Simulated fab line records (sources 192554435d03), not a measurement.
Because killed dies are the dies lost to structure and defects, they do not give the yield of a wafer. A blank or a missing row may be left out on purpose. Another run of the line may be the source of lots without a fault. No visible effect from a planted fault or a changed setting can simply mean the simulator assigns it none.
fab line records ; flow n5-finfet ; part 1 of 2: steps 1 to 25 of 34
record lots=5; wafers=15; last-day=16
route steps=1938 shown BEOL_M13@1682
lots that met no fault: from a run of the same line without faults
start-h: the number of hours between the record's first day and the start of the first shown wafer of the lot ; wait-h: hours since the lot's step before ; " identical to the entry in the row above ; L1.1+2: a row that stands for several wafers ; - either no value or no given start ; * or withheld: withheld ; < > ~ a bound
route shown NAME@n: a module of which the file shows steps, and the number in the route of the first ; usual: mean/standard deviation taken from wafers without a fault ; same: alike in all rows ; chamber/n: place in a boat ; sites: per-site readings ; _std_site: the values' standard deviation ; _edge_site: mean of outer sites minus mean of inner sites ; radius-mm: how far each site lies from the wafer's centre ; mask NAME#n: copy n ; behind: the most recent tool/chamber to have shaped the wafer ; hold: what put the lot on hold/how long, in hours/how the hold closed ; device: the n, p or np transistor that did not switch ; end of line: at the end of the route, the tests of the same wafers ; a step with no rows: only its recipe ; killed: the dies lost at the first sort to structure and to defects; this is not the yield of the wafer ; map: per-die view of a wafer (x killed, . not killed, _ where there is no die)
set.NAME: the setting the step ran with; set.NAME@STEP: the setting that earlier step ran with ; model.NAME: the simulator's own value behind a step, which no gauge read
a table for each step, a row for each wafer; lots at some steps of the route
services: a tool's chamber out of use, with start hour (start-h, from the record's first day; less than 0 if before it), hours out, and reason
## steps
# step N5_BEOL_M13_COAT_22
# recipe spin-rpm=2888; resist-thk-nm=300
lot.wafer;tool;chamber;start-h;wait-h
L078.2+4+6;litho-track-01;0;-;-
L087.1+3+6;litho-track-05;0;-;-
L089.1+3+6;litho-track-01;0;-;-
L091.1+4+6;litho-track-01;0;-;-
L094.1+3+6;litho-track-05;0;-;-
# step N5_BEOL_M13_EBR_24
# recipe solvent=PGMEA; ebr-width-mm=1.5
lot.wafer;tool;chamber;start-h;wait-h
L078.2+4+6;litho-track-01;0;-;-
L087.1+3+6;litho-track-05;0;-;-
L089.1+3+6;litho-track-01;0;-;-
L091.1+4+6;litho-track-01;0;-;-
L094.1+3+6;litho-track-05;0;-;-
# step N5_BEOL_M13_SOFTBAKE_23
# recipe temp-c=130; time-s=60
lot.wafer;tool;chamber;start-h;wait-h
L078.2+4+6;litho-track-01;0;-;-
L087.1+3+6;litho-track-05;0;-;-
L089.1+3+6;litho-track-01;0;-;-
L091.1+4+6;litho-track-01;0;-;-
L094.1+3+6;litho-track-05;0;-;-
# step N5_BEOL_M13_EXPOSE_25
# recipe mask-id=M13; na=0.93; source-shape=conventional; sigma-outer=0.4; polarization=unpolarized; target-cd-nm=210; dose-mj=22
lot.wafer;tool;chamber;start-h;wait-h;mask
L078.2+4+6;krf-scanner-01;0;256.05;-;M13#0
L087.1+3+6;krf-scanner-01;0;310.75;-;M13#0
L089.1+3+6;krf-scanner-02;0;335.86;-;M13#0
L091.1+4+6;krf-scanner-02;0;349.55;-;M13#0
L094.1+3+6;krf-scanner-02;0;353.87;-;M13#0
# step N5_BEOL_M13_PEB_26
# recipe peb-temp-c=130; peb-time-s=90
lot.wafer;tool;chamber;start-h;wait-h
L078.2+4+6;litho-track-04;0;256.11;0.0
L087.1+3+6;litho-track-04;0;310.81;0.1
L089.1+3+6;litho-track-04;0;335.92;0.1
L091.1+4+6;litho-track-04;0;349.60;0.1
L094.1+3+6;litho-track-04;0;353.93;0.1
# step N5_BEOL_M13_DEVELOP_27
# recipe develop-time-s=45; rinse-liquid=diw; dry=air-spin; dev-temp-c=21
lot.wafer;tool;chamber;start-h;wait-h
L078.2+4+6;litho-track-04;0;-;-
L087.1+3+6;litho-track-04;0;-;-
L089.1+3+6;litho-track-04;0;-;-
L091.1+4+6;litho-track-04;0;-;-
L094.1+3+6;litho-track-04;0;-;-
# step N5_BEOL_M13_HARDBAKE_32
# recipe temp-c=130; time-s=120
lot.wafer;tool;chamber;start-h;wait-h
L078.2+4+6;litho-track-04;0;-;-
L087.1+3+6;litho-track-04;0;-;-
L089.1+3+6;litho-track-04;0;-;-
L091.1+4+6;litho-track-04;0;-;-
L094.1+3+6;litho-track-04;0;-;-
# step N5_BEOL_M13_CD_MEAS_28
# recipe target-cd-nm=209.5; landing-energy-ev=500; detector=se-inlens
# usual cd-nm=209.9/1.6
lot.wafer;tool;chamber;start-h;wait-h;cd-nm
L078.2;cd-sem-02;0;256.22;-;213.6
L078.4;cd-sem-02;0;256.22;-;210.2
L078.6;cd-sem-02;0;256.22;-;210.8
L087.1;cd-sem-03;0;310.92;-;209.5
L087.3;cd-sem-03;0;310.92;-;209.1
L087.6;cd-sem-03;0;310.92;-;210.9
L089.1;cd-sem-02;0;336.04;-;211.0
L089.3;cd-sem-02;0;336.04;-;208.7
L089.6;cd-sem-02;0;336.04;-;208.7
L091.1;cd-sem-02;0;349.72;-;208.8
L091.4;cd-sem-02;0;349.72;-;210.7
L091.6;cd-sem-02;0;349.72;-;210.2
L094.1;cd-sem-01;0;354.04;-;209.3
L094.3;cd-sem-01;0;354.04;-;209.2
L094.6;cd-sem-01;0;354.04;-;210.3
# step N5_BEOL_M13_OVL_MEAS_29
# recipe points-per-wafer=44
# usual M13_OVL=-2/5.3
lot.wafer;tool;chamber;start-h;wait-h;M13_OVL[nm]
L078.2;overlay-02;0;256.25;0.0;-3
L078.4;overlay-02;0;256.25;0.0;0
L078.6;overlay-02;0;256.25;0.0;-8
L087.1;overlay-01;0;310.95;0.0;12
L087.3;overlay-01;0;310.95;0.0;3
L087.6;overlay-01;0;310.95;0.0;8
L089.1;overlay-02;0;336.07;0.0;-6
L089.3;overlay-02;0;336.07;0.0;-8
L089.6;overlay-02;0;336.07;0.0;-13
L091.1;overlay-01;0;349.75;0.0;1
L091.4;overlay-01;0;349.75;0.0;3
L091.6;overlay-01;0;349.75;0.0;-6
L094.1;overlay-01;0;354.07;0.0;-3
L094.3;overlay-01;0;354.07;0.0;-1
L094.6;overlay-01;0;354.07;0.0;-1
# step N5_BEOL_M13_INSPECT_30
# recipe mode=adi; inspect-instrument=macro
# usual raw-defect-count=2.3/1.4
lot.wafer;tool;chamber;start-h;wait-h;raw-defect-count
L078.2;defect-inspect-01;-;256.28;0.0;2
L078.4;defect-inspect-01;-;256.28;0.0;1
L078.6;defect-inspect-01;-;256.28;0.0;1
L087.1;defect-inspect-02;-;310.98;0.0;3
L087.3;defect-inspect-02;-;310.98;0.0;2
L087.6;defect-inspect-02;-;310.98;0.0;2
L089.1;defect-inspect-02;-;336.09;0.0;6
L089.3;defect-inspect-02;-;336.09;0.0;3
L089.6;defect-inspect-02;-;336.09;0.0;3
L091.1;defect-inspect-01;-;349.77;0.0;2
L091.4;defect-inspect-01;-;349.77;0.0;3
L091.6;defect-inspect-01;-;349.77;0.0;1
L094.1;defect-inspect-01;-;354.10;0.0;3
L094.3;defect-inspect-01;-;354.10;0.0;1
L094.6;defect-inspect-01;-;354.10;0.0;2
# step N5_BEOL_M13_DESCUM_33
# recipe chemistry=O2; time-s=7.9; source-power-w=50; bias-power-w=20; pressure-mtorr=20; rf-frequency-hz=2.712e+07; temp-c=40; o2-flow-sccm=225
# usual drypump-motor-current-A=5.9/0.42; oes-product-au=0.79/0.097; rf-vpp-V=243.5/1.7; showerhead-plenum-p-Torr=2.12/0.086; throttle-valve-pct=20.4/0.37
lot.wafer;tool;chamber;start-h;wait-h;drypump-motor-current-A;oes-product-au;rf-hours-counter-h;rf-vpp-V;showerhead-plenum-p-Torr;throttle-valve-pct
L078.2;rie-diel-01;0;256.42;0.1;5.7;0.85;55;243.9;2.11;19.7
L078.4;rie-diel-01;2;256.42;0.1;5.4;0.71;236;241.5;1.95;20.2
L078.6;rie-diel-01;0;256.42;0.1;5.6;0.85;-;243.6;2.11;19.7
L087.1;rie-diel-01;3;311.01;0.0;6.0;0.94;10;245.7;2.24;20.0
L087.3;rie-diel-01;1;311.01;0.0;5.5;0.70;234;243.4;2.18;20.9
L087.6;rie-diel-01;1;311.01;0.0;5.5;0.70;-;243.2;2.18;20.9
L089.1;rie-diel-06;1;336.12;0.0;6.5;0.83;82;242.7;2.05;20.4
L089.3;rie-diel-06;2;336.12;0.0;6.1;0.69;231;239.9;2.00;21.0
L089.6;rie-diel-06;3;336.12;0.0;5.7;0.84;-;241.4;2.05;20.5
L091.1;rie-diel-02;2;350.05;0.3;5.0;0.76;131;242.1;2.09;20.5
L091.4;rie-diel-02;0;350.05;0.3;5.8;0.68;239;244.6;2.16;20.6
L091.6;rie-diel-02;1;350.05;0.3;5.8;0.80;-;246.2;2.22;20.1
L094.1;rie-diel-02;2;354.13;0.0;5.1;0.74;132;242.8;2.09;20.5
L094.3;rie-diel-02;1;354.13;0.0;5.8;0.80;82;244.8;2.22;20.1
L094.6;rie-diel-02;3;354.13;0.0;6.2;0.94;-;244.4;2.24;20.3
# step N5_BEOL_M13_ETCH_67
# recipe chemistry=CF4; target=SiARC; target-depth-a=1430; time-s=238.3; ion-energy-ev=80; pressure-mtorr=40; source-w=545; bias-w=36; Ar_flow_sccm=100; cf4-flow-sccm=100; ends=cleared
# usual drypump-motor-current-A=5.9/0.41; etch-rf-on-time-s=248/6.1; oes-product-au=0.66/0.086; rf-vpp-V=184.3/1.3; showerhead-plenum-p-Torr=2.16/0.082; throttle-valve-pct=15.54/0.29
lot.wafer;tool;chamber;start-h;wait-h;drypump-motor-current-A;etch-rf-on-time-s;oes-product-au;rf-hours-counter-h;rf-vpp-V;showerhead-plenum-p-Torr;throttle-valve-pct
L078.2;rie-diel-01;0;256.45;0.0;5.6;240;0.72;55;185.2;2.16;15.09
L078.4;rie-diel-01;2;256.45;0.0;5.4;238;0.60;236;182.6;2.04;15.71
L078.6;rie-diel-01;0;256.45;0.0;5.7;240;0.73;-;183.1;2.16;15.09
L087.1;rie-diel-01;3;311.05;0.0;6.0;247;0.78;10;185.3;2.27;15.19
L087.3;rie-diel-01;1;311.05;0.0;5.5;243;0.59;234;186.1;2.19;15.88
L087.6;rie-diel-01;1;311.05;0.0;5.5;238;0.60;-;184.4;2.19;15.88
L089.1;rie-diel-06;1;336.16;0.0;6.5;243;0.71;82;183.7;2.08;15.39
L089.3;rie-diel-06;2;336.16;0.0;6.1;247;0.58;231;184.2;2.03;16.09
L089.6;rie-diel-06;3;336.16;0.0;5.8;251;0.69;-;182.6;2.09;15.53
L091.1;rie-diel-02;2;350.08;0.0;5.1;252;0.63;131;184.5;2.15;15.69
L091.4;rie-diel-02;0;350.08;0.0;5.8;259;0.55;239;182.1;2.17;15.67
L091.6;rie-diel-02;1;350.08;0.0;5.7;244;0.70;-;184.9;2.24;15.22
L094.1;rie-diel-02;2;354.17;0.0;5.1;253;0.63;132;182.6;2.14;15.70
L094.3;rie-diel-02;1;354.17;0.0;5.7;243;0.70;83;185.1;2.24;15.23
L094.6;rie-diel-02;3;354.17;0.0;6.2;238;0.82;-;187.0;2.28;15.44
# step N5_BEOL_M13_ETCH_68
# recipe chemistry=N2/H2; target=SOC; mask-material=SiARC; source-w=3000; bias-w=350; temp-c=40; time-s=355; ion-energy-ev=200; pressure-mtorr=30; n2-flow-sccm=200; h2-flow-sccm=200
# usual drypump-motor-current-A=5.9/0.42; oes-product-au=0.79/0.1; rf-vpp-V=525/3.1; showerhead-plenum-p-Torr=2.57/0.11; throttle-valve-pct=17.7/0.33
lot.wafer;tool;chamber;start-h;wait-h;drypump-motor-current-A;oes-product-au;rf-hours-counter-h;rf-vpp-V;showerhead-plenum-p-Torr;throttle-valve-pct
L078.2;rie-diel-01;0;256.60;0.1;5.6;0.86;55;525;2.58;17.2
L078.4;rie-diel-01;2;256.60;0.1;5.4;0.71;237;521;2.39;17.8
L078.6;rie-diel-01;0;256.60;0.1;5.6;0.86;-;523;2.58;17.2
L087.1;rie-diel-01;3;311.19;0.1;6.0;0.94;10;529;2.72;17.4
L087.3;rie-diel-01;1;311.19;0.1;5.5;0.69;234;525;2.61;18.1
L087.6;rie-diel-01;1;311.19;0.1;5.5;0.69;-;524;2.61;18.1
L089.1;rie-diel-06;1;336.30;0.1;6.5;0.83;82;521;2.48;17.7
L089.3;rie-diel-06;2;336.30;0.1;6.1;0.68;231;520;2.43;18.5
L089.6;rie-diel-06;3;336.30;0.1;5.8;0.85;-;523;2.46;17.7
L091.1;rie-diel-02;2;350.23;0.1;5.1;0.75;131;522;2.53;17.7
L091.4;rie-diel-02;0;350.23;0.1;5.8;0.66;239;526;2.61;17.9
L091.6;rie-diel-02;1;350.23;0.1;5.8;0.81;-;528;2.69;17.4
L094.1;rie-diel-02;2;354.31;0.1;5.1;0.74;132;526;2.52;17.7
L094.3;rie-diel-02;1;354.31;0.1;5.7;0.81;83;527;2.69;17.5
L094.6;rie-diel-02;3;354.31;0.1;6.2;0.94;-;529;2.72;17.7
# step N5_BEOL_M13_STRIP_69
# recipe chemistry=N2/H2; temp-c=40; n2-flow-sccm=200; h2-flow-sccm=200; rf-frequency-hz=6e+07
lot.wafer;tool;chamber;start-h;wait-h
L078.2+4+6;rie-diel-01;0,2,0;256.81;0.1
L087.1+3+6;rie-diel-01;3,1,1;311.40;0.1
L089.1+3+6;rie-diel-06;1,2,3;336.52;0.1
L091.1+4+6;rie-diel-02;2,0,1;350.44;0.1
L094.1+3+6;rie-diel-02;2,1,3;354.53;0.1
# step N5_BEOL_M13_TRENCH_ETCH_34
# recipe chemistry=C4F8/O2/Ar; target=SiOC; target-depth-a=4134.7; mask-material=SOC; pressure-mtorr=30; source-w=3000; bias-w=700; Ar_flow_sccm=400; C4F8_flow_sccm=15; O2_flow_sccm=8; he-inner-torr=15; he-outer-torr=30; time-s=162.6; ion-energy-ev=250
# usual drypump-motor-current-A=5.9/0.41; oes-product-au=0.78/0.099; rf-vpp-V=666/3.8; showerhead-plenum-p-Torr=3.44/0.13; throttle-valve-pct=24.12/0.28
lot.wafer;tool;chamber;start-h;wait-h;drypump-motor-current-A;oes-product-au;rf-hours-counter-h;rf-vpp-V;showerhead-plenum-p-Torr;throttle-valve-pct
L078.2;rie-diel-01;0;256.82;0.0;5.7;0.84;55;667;3.48;23.73
L078.4;rie-diel-01;2;256.82;0.0;5.5;0.70;237;661;3.25;24.20
L078.6;rie-diel-01;0;256.82;0.0;5.6;0.85;-;666;3.48;23.73
L087.1;rie-diel-01;3;311.41;0.0;6.0;0.95;10;671;3.60;23.66
L087.3;rie-diel-01;1;311.41;0.0;5.5;0.68;234;668;3.50;24.41
L087.6;rie-diel-01;1;311.41;0.0;5.5;0.69;-;669;3.50;24.41
L089.1;rie-diel-06;1;336.53;0.0;6.5;0.83;82;664;3.34;24.09
L089.3;rie-diel-06;2;336.53;0.0;6.1;0.67;231;661;3.24;24.66
L089.6;rie-diel-06;3;336.53;0.0;5.8;0.83;-;662;3.34;24.22
L091.1;rie-diel-02;2;350.45;0.0;5.1;0.74;131;664;3.43;24.36
L091.4;rie-diel-02;0;350.45;0.0;5.8;0.67;239;668;3.46;24.02
L091.6;rie-diel-02;1;350.45;0.0;5.7;0.82;-;670;3.59;23.80
L094.1;rie-diel-02;2;354.54;0.0;5.1;0.75;132;665;3.43;24.38
L094.3;rie-diel-02;1;354.54;0.0;5.8;0.82;83;670;3.59;23.83
L094.6;rie-diel-02;3;354.54;0.0;6.2;0.94;-;672;3.65;24.16
# step N5_BEOL_M13_STRIP_70
# recipe chemistry=C4F8/O2/Ar; resist=SiARC; rf-frequency-hz=6e+07
lot.wafer;tool;chamber;start-h;wait-h
L078.2+4+6;rie-diel-01;0,2,0;256.95;0.1
L087.1+3+6;rie-diel-01;3,1,1;311.55;0.1
L089.1+3+6;rie-diel-06;1,2,3;336.66;0.1
L091.1+4+6;rie-diel-02;2,0,1;350.59;0.1
L094.1+3+6;rie-diel-02;2,1,3;354.67;0.1
# step N5_BEOL_M13_OCD_MEAS_35
# usual trench-depth-nm=407/6
lot.wafer;tool;chamber;start-h;wait-h;trench-depth-nm
L078.2;ocd-02;-;257.00;0.0;408
L078.4;ocd-02;-;257.00;0.0;410
L078.6;ocd-02;-;257.00;0.0;412
L087.1;ocd-01;-;311.59;0.0;412
L087.3;ocd-01;-;311.59;0.0;400
L087.6;ocd-01;-;311.59;0.0;406
L089.1;ocd-01;-;336.70;0.0;409
L089.3;ocd-01;-;336.70;0.0;402
L089.6;ocd-01;-;336.70;0.0;416
L091.1;ocd-01;-;350.63;0.0;406
L091.4;ocd-01;-;350.63;0.0;409
L091.6;ocd-01;-;350.63;0.0;406
L094.1;ocd-01;-;354.71;0.0;408
L094.3;ocd-01;-;354.71;0.0;403
L094.6;ocd-01;-;354.71;0.0;404
# step N5_BEOL_M13_STRIP_37
# recipe chemistry=N2/H2; power-w=1000; temp-c=250; h2-frac=0.65; overash-fraction=0.3; pressure-mtorr=withheld; n2-flow-sccm=1750; h2-flow-sccm=3250
# usual drypump-motor-current-A=5.9/0.31; heater-power-w=353/61; oes-product-au=0.783/0.011
lot.wafer;tool;chamber;start-h;wait-h;drypump-motor-current-A;heater-power-w;oes-product-au;rf-hours-counter-h
L078.2;plasma-asher-01;0;257.04;0.0;5.6;257;0.789;123
L078.4;plasma-asher-01;1;257.04;0.0;5.6;407;0.790;-
L078.6;plasma-asher-01;1;257.04;0.0;5.6;417;0.776;-
L087.1;plasma-asher-02;0;311.63;0.0;6.2;400;0.784;84
L087.3;plasma-asher-02;0;311.63;0.0;6.2;412;0.760;-
L087.6;plasma-asher-02;0;311.63;0.0;6.2;408;0.799;-
L089.1;plasma-asher-02;0;336.74;0.0;6.3;416;0.784;88
L089.3;plasma-asher-02;1;336.74;0.0;6.2;329;0.796;-
L089.6;plasma-asher-02;1;336.74;0.0;6.2;332;0.797;-
L091.1;plasma-asher-02;0;350.67;0.0;6.2;398;0.794;93
L091.4;plasma-asher-02;0;350.67;0.0;6.3;410;0.789;-
L091.6;plasma-asher-02;1;350.67;0.0;6.2;340;0.780;-
L094.1;plasma-asher-02;0;354.75;0.0;6.3;408;0.805;94
L094.3;plasma-asher-02;1;354.75;0.0;6.2;330;0.796;-
L094.6;plasma-asher-02;1;354.75;0.0;6.2;331;0.793;-
# step N5_BEOL_M13_ETCH_38
# recipe chemistry=CF4/N2; target=SiCN; target-depth-a=675; taper-deg=2; time-s=71.9; ion-energy-ev=150; mask-material=SiO2; pressure-mtorr=40; source-w=430; bias-w=70; Ar_flow_sccm=100; cf4-flow-sccm=60; n2-flow-sccm=60
# usual drypump-motor-current-A=5.9/0.42; oes-product-au=0.77/0.1; rf-vpp-V=382.9/2.3; showerhead-plenum-p-Torr=2.23/0.085; throttle-valve-pct=15.4/0.3
lot.wafer;tool;chamber;start-h;wait-h;drypump-motor-current-A;oes-product-au;rf-hours-counter-h;rf-vpp-V;showerhead-plenum-p-Torr;throttle-valve-pct
L078.2;rie-diel-06;0;261.38;-;6.8;0.67;216;384.0;2.26;15.5
L078.4;rie-diel-06;2;261.38;-;6.1;0.68;212;378.3;2.10;15.9
L078.6;rie-diel-06;2;261.38;-;6.1;0.68;-;378.4;2.10;15.9
L087.1;rie-diel-01;0;313.40;-;5.6;0.82;77;383.8;2.23;15.0
L087.3;rie-diel-01;3;313.40;-;6.1;0.92;11;387.9;2.34;15.0
L087.6;rie-diel-01;3;313.40;-;6.0;0.92;-;386.1;2.34;15.0
L089.1;rie-diel-06;1;337.72;-;6.5;0.82;82;381.4;2.15;15.2
L089.3;rie-diel-06;3;337.72;-;5.8;0.80;79;380.9;2.15;15.3
L089.6;rie-diel-06;0;337.72;-;6.7;0.67;-;382.6;2.25;15.6
L091.1;rie-diel-01;1;350.83;-;5.5;0.69;245;384.2;2.26;15.7
L091.4;rie-diel-01;2;350.83;-;5.4;0.97;9;384.6;2.35;15.0
L091.6;rie-diel-01;3;350.83;-;6.0;0.88;-;385.0;2.34;15.0
L094.1;rie-diel-06;1;354.91;-;6.5;0.82;87;379.5;2.15;15.2
L094.3;rie-diel-06;0;354.91;-;6.8;0.66;244;383.5;2.25;15.6
L094.6;rie-diel-06;2;354.91;-;6.1;0.66;-;379.6;2.09;16.0
# step N5_BEOL_M13_PRECLEAN_39
# recipe chemistry=residue-remover; time-s=60; temp-c=40
lot.wafer;tool;chamber;start-h;wait-h
L078.2+4+6;wet-bench-06;4,3,2;261.51;0.1
L087.1+3+6;wet-bench-01;2,3,0;313.53;0.1
L089.1+3+6;wet-bench-01;5,2,1;337.85;0.1
L091.1+4+6;wet-bench-04;7,5,3;350.96;0.1
L094.1+3+6;wet-bench-06;6,2,1;355.04;0.1
# step N5_BEOL_M13_SRD_40
# recipe time-s=30; temp-c=23; rinse-liquid=diw; dry=n2-spin; spin-rpm=1500; dry-time-s=30
lot.wafer;tool;chamber;start-h;wait-h
L078.2+4+6;wet-bench-06;4,3,2;261.53;0.0
L087.1+3+6;wet-bench-01;2,3,0;313.54;0.0
L089.1+3+6;wet-bench-01;5,2,1;337.86;0.0
L091.1+4+6;wet-bench-04;7,5,3;350.98;0.0
L094.1+3+6;wet-bench-06;6,2,1;355.06;0.0
# step N5_BEOL_M13_DEGAS_41
# recipe ambient=vacuum; temp-c=250; time-s=60
# usual heater-power-w=349/43
lot.wafer;tool;chamber;start-h;wait-h;heater-power-w
L078.2;pvd-sputter-01;-;261.64;0.1;270
L078.4;pvd-sputter-01;-;261.64;0.1;341
L078.6;pvd-sputter-01;-;261.64;0.1;367
L087.1;pvd-sputter-03;-;313.84;0.3;391
L087.3;pvd-sputter-03;-;313.84;0.3;310
L087.6;pvd-sputter-03;-;313.84;0.3;405
L089.1;pvd-sputter-01;-;338.32;0.4;344
L089.3;pvd-sputter-01;-;338.32;0.4;266
L089.6;pvd-sputter-01;-;338.32;0.4;263
L091.1;pvd-sputter-01;-;351.17;0.2;263
L091.4;pvd-sputter-01;-;351.17;0.2;360
L091.6;pvd-sputter-01;-;351.17;0.2;373
L094.1;pvd-sputter-03;-;355.14;0.1;398
L094.3;pvd-sputter-03;-;355.14;0.1;321
L094.6;pvd-sputter-03;-;355.14;0.1;396
# step N5_BEOL_M13_PRE_CLEAN_42
# recipe gas=H2/He; time-s=30; temp-c=250
# usual heater-power-w=350/44
lot.wafer;tool;chamber;start-h;wait-h;heater-power-w
L078.2;pvd-sputter-01;-;261.68;0.0;272
L078.4;pvd-sputter-01;-;261.68;0.0;330
L078.6;pvd-sputter-01;-;261.68;0.0;365
L087.1;pvd-sputter-03;-;313.88;0.0;388
L087.3;pvd-sputter-03;-;313.88;0.0;303
L087.6;pvd-sputter-03;-;313.88;0.0;394
L089.1;pvd-sputter-01;-;338.36;0.0;341
L089.3;pvd-sputter-01;-;338.36;0.0;265
L089.6;pvd-sputter-01;-;338.36;0.0;261
L091.1;pvd-sputter-01;-;351.21;0.0;267
L091.4;pvd-sputter-01;-;351.21;0.0;356
L091.6;pvd-sputter-01;-;351.21;0.0;367
L094.1;pvd-sputter-03;-;355.18;0.0;386
L094.3;pvd-sputter-03;-;355.18;0.0;314
L094.6;pvd-sputter-03;-;355.18;0.0;402
# step N5_BEOL_M13_SPUTTER_43
# recipe material=TaN; target-thk-a=150; temp-c=50; bias-v=168.6; power-w=15000; chamber-pressure-pa=0.12; time-s=24.19
# usual cathode-dc-power-W=15000/2.7; throttle-valve-pct=30.4/1.4
lot.wafer;tool;chamber;start-h;wait-h;cathode-dc-power-W;throttle-valve-pct
L078.2;pvd-sputter-01;-;261.72;0.0;15002;29.3
L078.4;pvd-sputter-01;-;261.72;0.0;14999;28.8
L078.6;pvd-sputter-01;-;261.72;0.0;15005;30.8
L087.1;pvd-sputter-03;-;313.92;0.0;15006;29.5
L087.3;pvd-sputter-03;-;313.92;0.0;14999;31.8
L087.6;pvd-sputter-03;-;313.92;0.0;14997;30.0
L089.1;pvd-sputter-01;-;338.40;0.0;14996;28.7
L089.3;pvd-sputter-01;-;338.40;0.0;14997;29.5
L089.6;pvd-sputter-01;-;338.40;0.0;15001;29.0
L091.1;pvd-sputter-01;-;351.26;0.0;15000;29.1
L091.4;pvd-sputter-01;-;351.26;0.0;15004;31.1
L091.6;pvd-sputter-01;-;351.26;0.0;14997;31.0
L094.1;pvd-sputter-03;-;355.22;0.0;15006;29.8
L094.3;pvd-sputter-03;-;355.22;0.0;15000;31.8
L094.6;pvd-sputter-03;-;355.22;0.0;14999;29.7
# step N5_BEOL_M13_SPUTTER_44
# recipe material=Ta; target-thk-a=100; temp-c=50; bias-v=80; power-w=15000; chamber-pressure-pa=0.07; time-s=16.13
# usual cathode-dc-power-W=15000/2.7; throttle-valve-pct=30.4/1.4
lot.wafer;tool;chamber;start-h;wait-h;cathode-dc-power-W;throttle-valve-pct
L078.2;pvd-sputter-01;-;261.80;0.0;14997;29.4
L078.4;pvd-sputter-01;-;261.80;0.0;14998;28.7
L078.6;pvd-sputter-01;-;261.80;0.0;14999;31.1
L087.1;pvd-sputter-03;-;314.00;0.0;15003;29.8
L087.3;pvd-sputter-03;-;314.00;0.0;14998;31.7
L087.6;pvd-sputter-03;-;314.00;0.0;15001;29.9
L089.1;pvd-sputter-01;-;338.48;0.0;14996;28.9
L089.3;pvd-sputter-01;-;338.48;0.0;14998;29.2
L089.6;pvd-sputter-01;-;338.48;0.0;14999;29.0
L091.1;pvd-sputter-01;-;351.35;0.0;15002;29.3
L091.4;pvd-sputter-01;-;351.35;0.0;14993;31.2
L091.6;pvd-sputter-01;-;351.35;0.0;15001;30.8
L094.1;pvd-sputter-03;-;355.30;0.0;15000;29.8
L094.3;pvd-sputter-03;-;355.30;0.0;15001;31.6
L094.6;pvd-sputter-03;-;355.30;0.0;14998;29.7
